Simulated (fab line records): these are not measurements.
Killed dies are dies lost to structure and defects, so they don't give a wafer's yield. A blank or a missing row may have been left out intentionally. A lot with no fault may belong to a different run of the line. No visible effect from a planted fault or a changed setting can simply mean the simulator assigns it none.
Lot-split experiment    flow n5 finfet    on a route of 1938 steps: 7 lots, 21 wafers read

## ABOUT THE SPLIT
At N5_BEOL_M3_EXPOSE_25 (exposes mask V2, defocus 5 nm), the setting dose mj was moved away from the recipe's 63 on 6 of the 21 wafers read, by -5.4% to +4.0%. The other wafers ran this setting at the recipe's value.

## FROM THE SPLIT TO THE READING: what the file shows between them, 2 steps
- N5_BEOL_M3_PEB_26: peb time 60 s
- N5_BEOL_M3_DEVELOP_27: develop time 30 s

## THE READING
cd nm, in nm, at N5_BEOL_M3_CD_MEAS_28 (target cd 25.7 nm, target cd y 23.3 nm). On this fab line, fault-free wafers typically give 25.67 nm with a standard deviation of 0.25 nm.

wafer   tool, chamber at the split  dose mj as run  against the recipe  cd nm, nm  against lot-mates on the recipe
L076.3  euv scanner-01, 0           63              recipe              25.93      -
L076.5  euv scanner-01, 0           63              recipe              26.02      -
L076.6  euv scanner-01, 0           63              recipe              26.05      -
L077.1  euv scanner-02, 0           63              recipe              25.54      -
L077.3  euv scanner-02, 0           63              recipe              25.82      -
L077.4  euv scanner-02, 0           63              recipe              25.60      -
L079.2  euv scanner-02, 0           63              recipe              25.60      -
L079.4  euv scanner-02, 0           63              recipe              25.63      -
L079.6  euv scanner-02, 0           65.49           +4.0%               26.26      +0.64
L080.3  euv scanner-01, 0           59.6            -5.4%               24.57      -1.28
L080.4  euv scanner-01, 0           59.6            -5.4%               24.39      -1.46
L080.6  euv scanner-01, 0           63              recipe              25.85      -
L083.3  euv scanner-02, 0           63              recipe              25.50      -
L083.4  euv scanner-02, 0           63              recipe              25.50      -
L083.5  euv scanner-02, 0           63              recipe              25.19      -
L092.1  euv scanner-02, 0           64.72           +2.7%               26.37      +0.50
L092.4  euv scanner-02, 0           64.72           +2.7%               25.96      +0.09
L092.5  euv scanner-02, 0           63              recipe              25.87      -
L097.4  euv scanner-01, 0           60.58           -3.8%               24.51      -1.16
L097.5  euv scanner-01, 0           63              recipe              25.92      -
L097.6  euv scanner-01, 0           63              recipe              25.43      -

THE FIT
A straight line over all 21 wafers: cd nm changes by +0.215 nm for each +1% of dose mj; r = +0.90; the points scatter about the line by 0.25 nm.
The same after taking each lot's own level away (the mean of its wafers on the recipe; 21 wafers): +0.223 nm for each +1%; r = +0.94; scatter 0.18 nm.
That fit puts the effect of the largest move of dose mj on the reading at 1.2 nm.
Across the lots, their own levels run from 25.397 to 26.000 nm, a range of 2.4 times the standard deviation given above.
Hence the lot-to-lot level has little effect on the slope; both slopes agree.
Check: for one of the wafers moved furthest among these (-5.4%), held out of the fit, the line's prediction against its lot-mates is -1.27 nm. Against them it came out at -1.28 nm.

## FURTHER SPLITS ON THESE WAFERS
Before the reading, these wafers also passed through other splits. Each is held against what the fit with the lots' levels taken away leaves over:
other split on the same wafers           wafers away from the commonest value  r with cd nm (lot level and that fit taken away)
N5_MOL_CONTACT_COAG_COAT_02 spin rpm     5                                     -0.17
N5_MOL_CONTACT_COAG_ETCHBACK_135 time s  9                                     -0.26
N5_MOL_CONTACT_COAG_VIA_ETCH_46 bias w   11                                    +0.06
N5_BEOL_M0_SAQP_COAT_34 spin rpm         2                                     -0.01
N5_BEOL_M0_SAQP_CUT_ETCH_46 time s       6                                     +0.11
N5_BEOL_M1_PECVD_72 time s               5                                     +0.14
N5_BEOL_M2_DESCUM_16 time s              5                                     +0.02
N5_BEOL_M2_ETCH_64 time s                5                                     +0.24
N5_BEOL_M2_ALD_98 ald cycles             7                                     -0.03

## THE FILE'S OWN FIT
cd nm changes by +0.227 nm for each +1% of dose mj, r = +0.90.
